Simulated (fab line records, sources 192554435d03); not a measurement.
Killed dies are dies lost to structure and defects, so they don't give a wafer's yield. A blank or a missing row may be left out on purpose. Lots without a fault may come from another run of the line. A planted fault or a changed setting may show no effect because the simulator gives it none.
Which tool did it? | flow n5_finfet | 24 lots, 72 wafers sampled, at 4 steps of a route of 1938

WHAT THE GAUGES READ, wafer by wafer
N5_BEOL_M12_OVL_MEAS_29.
lot  | measured     | on         | M12_OVL (nm)
L074 | day 11 09:37 | overlay-01 | 4 5 2
L075 | day 11 10:43 | overlay-02 | 2 -1 -5
L078 | day 13 13:56 | overlay-02 | -3 8 6
L077 | day 13 14:55 | overlay-01 | 0 2 5
L076 | day 13 20:01 | overlay-01 | 3 -1 4
L083 | day 13 22:56 | overlay-02 | 3 4 5
L080 | day 14 03:53 | overlay-01 | -1 -2 3
L081 | day 14 04:34 | overlay-01 | 8 -3 -9
L079 | day 14 14:15 | overlay-01 | -1 0 0
L082 | day 14 16:55 | overlay-02 | 0 0 2
L084 | day 15 04:39 | overlay-01 | -2 1 2
L086 | day 15 08:15 | overlay-01 | -2 -8 1
L085 | day 15 11:58 | overlay-02 | 1 7 3
L088 | day 15 14:27 | overlay-01 | 1 -2 -4
L087 | day 15 21:40 | overlay-02 | -1 2 4
L091 | day 16 05:34 | overlay-02 | 1 11 0
L089 | day 16 18:18 | overlay-02 | -1 -2 7
L093 | day 16 22:26 | overlay-02 | 3 -5 -4
L090 | day 17 01:16 | overlay-01 | 7 4 1
L094 | day 17 09:02 | overlay-01 | 4 8 1
L092 | day 17 09:08 | overlay-01 | 3 4 5
L095 | day 17 15:41 | overlay-01 | -6 -7 1
L096 | day 18 07:19 | overlay-02 | 1 -2 1
L097 | day 18 11:56 | overlay-02 | 3 2 4

N5_BEOL_M12_INSPECT_55: inspects for defects (darkfield).
lot  | measured     | on                | raw_defect_count
L074 | day 11 14:23 | defect_inspect-02 | 87 103 88
L075 | day 11 14:38 | defect_inspect-01 | 84 105 87
L078 | day 13 17:08 | defect_inspect-01 | 105 96 76
L077 | day 13 17:43 | defect_inspect-02 | 200 82 106
L076 | day 13 22:52 | defect_inspect-01 | 47 46 72
L083 | day 14 02:25 | defect_inspect-01 | 57 58 49
L080 | day 14 08:20 | defect_inspect-02 | 66 82 57
L081 | day 14 08:40 | defect_inspect-02 | 62 71 96
L079 | day 14 18:13 | defect_inspect-02 | 78 72 69
L082 | day 15 00:56 | defect_inspect-02 | 53 74 66
L084 | day 15 08:53 | defect_inspect-01 | 66 59 51
L086 | day 15 13:53 | defect_inspect-02 | 88 54 61
L085 | day 15 17:13 | defect_inspect-02 | 44 57 73
L088 | day 15 19:04 | defect_inspect-02 | 67 71 71
L087 | day 16 05:02 | defect_inspect-02 | 118 97 130
L091 | day 16 13:10 | defect_inspect-01 | 92 81 101
L089 | day 16 21:30 | defect_inspect-01 | 84 113 102
L093 | day 17 01:47 | defect_inspect-01 | 73 105 83
L090 | day 17 03:47 | defect_inspect-02 | 76 59 40
L094 | day 17 14:12 | defect_inspect-02 | 114 76 51
L092 | day 17 14:30 | defect_inspect-02 | 61 68 88
L095 | day 17 21:08 | defect_inspect-01 | 31 67 32
L096 | day 18 10:46 | defect_inspect-01 | 58 84 58
L097 | day 18 15:33 | defect_inspect-02 | 43 61 63

WHICH TOOL RAN EACH LOT (tool, then ch and the chambers of the sampled wafers, then the start)
lot  | N5_BEOL_M12_PRE_CLEAN_42     | N5_BEOL_M12_CMP_49
L074 | pvd_sputter-03, day 11 13:08 | cmp-04 ch 0,2, day 11 13:56
L075 | pvd_sputter-02, day 11 13:26 | cmp-02 ch 0,1,2, day 11 14:14
L078 | pvd_sputter-03, day 13 15:55 | cmp-02 ch 0,3, day 13 16:44
L077 | pvd_sputter-01, day 13 16:30 | cmp-04 ch 0,1,3, day 13 17:18
L076 | pvd_sputter-02, day 13 21:40 | cmp-01 ch 0,2,3, day 13 22:32
L083 | pvd_sputter-02, day 14 01:12 | cmp-04 ch 1,3, day 14 01:58
L080 | pvd_sputter-03, day 14 06:11 | cmp-01 ch 0,1,2, day 14 07:53
L081 | pvd_sputter-01, day 14 06:20 | cmp-04 ch 0,2,3, day 14 08:14
L079 | pvd_sputter-01, day 14 17:01 | cmp-01 ch 0,2,3, day 14 17:46
L082 | pvd_sputter-01, day 14 23:44 | cmp-02 ch 1,2,3, day 15 00:32
L084 | pvd_sputter-02, day 15 07:41 | cmp-01 ch 0,1,3, day 15 08:31
L086 | pvd_sputter-02, day 15 12:17 | cmp-01 ch 1,2,3, day 15 13:26
L085 | pvd_sputter-02, day 15 16:00 | cmp-04 ch 0,3, day 15 16:46
L088 | pvd_sputter-01, day 15 17:16 | cmp-02 ch 0,1,2, day 15 18:37
L087 | pvd_sputter-02, day 16 03:00 | cmp-02 ch 0,2,3, day 16 04:42
L091 | pvd_sputter-01, day 16 11:25 | cmp-01 ch 0,1,2, day 16 12:47
L089 | pvd_sputter-03, day 16 20:18 | cmp-02 ch 0,3, day 16 21:05
L093 | pvd_sputter-03, day 17 00:18 | cmp-02 ch 0,1,3, day 17 01:20
L090 | pvd_sputter-03, day 17 02:32 | cmp-01 ch 1,2,3, day 17 03:19
L094 | pvd_sputter-03, day 17 12:50 | cmp-02 ch 2,3, day 17 13:45
L092 | pvd_sputter-03, day 17 13:17 | cmp-04 ch 0,1,3, day 17 14:03
L095 | pvd_sputter-01, day 17 19:53 | cmp-04 ch 1,2,3, day 17 20:46
L096 | pvd_sputter-01, day 18 09:04 | cmp-02 ch 0,3, day 18 10:19
L097 | pvd_sputter-02, day 18 14:21 | cmp-02 ch 0,1, day 18 15:08
- N5_BEOL_M12_PRE_CLEAN_42: time 30 s.
- N5_BEOL_M12_CMP_49: polishes, stops on SiOC, t overpolish 20.6 s, target thk 320 nm.

WHAT THE TOOLS THEMSELVES READ (means of the sampled wafers that have a number; where no wafer has one, the mark that the record gives instead)
N5_BEOL_M12_PRE_CLEAN_42.
lot  | tool           | heater_power_w (W) | susceptor_temp_C (C)
L074 | pvd_sputter-03 | 348                | 249.85
L075 | pvd_sputter-02 | 306                | 249.98
L078 | pvd_sputter-03 | 341                | 249.95
L077 | pvd_sputter-01 | 341                | 250.00
L076 | pvd_sputter-02 | 334                | 250.06
L083 | pvd_sputter-02 | 307                | 250.13
L080 | pvd_sputter-03 | 328                | 249.89
L081 | pvd_sputter-01 | 344                | 250.05
L079 | pvd_sputter-01 | 368                | 250.06
L082 | pvd_sputter-01 | 376                | 249.92
L084 | pvd_sputter-02 | 333                | 250.10
L086 | pvd_sputter-02 | 338                | 250.03
L085 | pvd_sputter-02 | 314                | 249.93
L088 | pvd_sputter-01 | 350                | 250.13
L087 | pvd_sputter-02 | 315                | 250.03
L091 | pvd_sputter-01 | 380                | 249.83
L089 | pvd_sputter-03 | 351                | 249.95
L093 | pvd_sputter-03 | 341                | 250.08
L090 | pvd_sputter-03 | 352                | 250.01
L094 | pvd_sputter-03 | 317                | 250.13
L092 | pvd_sputter-03 | 345                | 250.04
L095 | pvd_sputter-01 | 372                | 249.99
L096 | pvd_sputter-01 | 399                | 249.99
L097 | pvd_sputter-02 | 319                | 249.78

N5_BEOL_M12_CMP_49.
lot  | tool   | barrier_field_endpoint_s (s) | motor_current_A (A) | overpolish_run_s (s)
L074 | cmp-04 | 29.5                         | 6.4                 | 20.601
L075 | cmp-02 | 29.6                         | 6.1                 | 20.600
L078 | cmp-02 | 30.4                         | 6.8                 | 20.605
L077 | cmp-04 | 30.1                         | 6.1                 | 20.599
L076 | cmp-01 | 30.8                         | 6.1                 | 20.597
L083 | cmp-04 | 30.6                         | 5.8                 | 20.593
L080 | cmp-01 | 31.6                         | 6.6                 | 20.602
L081 | cmp-04 | 30.2                         | 6.2                 | 20.598
L079 | cmp-01 | 30.7                         | 6.0                 | 20.591
L082 | cmp-02 | 29.7                         | 5.8                 | 20.601
L084 | cmp-01 | 30.7                         | 6.2                 | 20.605
L086 | cmp-01 | 31.2                         | 6.8                 | 20.607
L085 | cmp-04 | 30.5                         | 5.8                 | 20.599
L088 | cmp-02 | 29.6                         | 6.0                 | 20.599
L087 | cmp-02 | 30.5                         | 6.1                 | 20.597
L091 | cmp-01 | 31.5                         | 6.6                 | 20.601
L089 | cmp-02 | 30.7                         | 6.6                 | 20.594
L093 | cmp-02 | 30.3                         | 6.5                 | 20.601
L090 | cmp-01 | 29.9                         | 6.8                 | 20.589
L094 | cmp-02 | 31.2                         | 5.4                 | 20.610
L092 | cmp-04 | 30.0                         | 5.9                 | 20.606
L095 | cmp-04 | 30.8                         | 6.2                 | 20.594
L096 | cmp-02 | 29.8                         | 7.0                 | 20.601
L097 | cmp-02 | 30.2                         | 6.8                 | 20.602

THE ANSWER, worked out from the rows above alone
Rule: what is usual is taken from the lots themselves. Put in order of their means at a reading, lots are off if they are a third of the lots or fewer, leave a main group of 4 or more, and stand apart from it by a gap of 3 or more times the standard deviation of the main group's means; of several such gaps the widest counts. A main group whose means are all the same, to the digits that the tables above print for the reading, isn't used. A lot without any number at a reading at which 4 lots or more have one is off too. The other lots that the step has rows for count as sound. The gauges are gone through in route order, then the tools' own readings, and for those a lot's mean is taken as printed above. The first step at which some lot is off is used, and at that step the reading that is off furthest; a lot without a number counts as furthest.
No lot is off at any reading shown: from this, nothing can be told.

WHAT THE SIMULATOR HAD PUT IN
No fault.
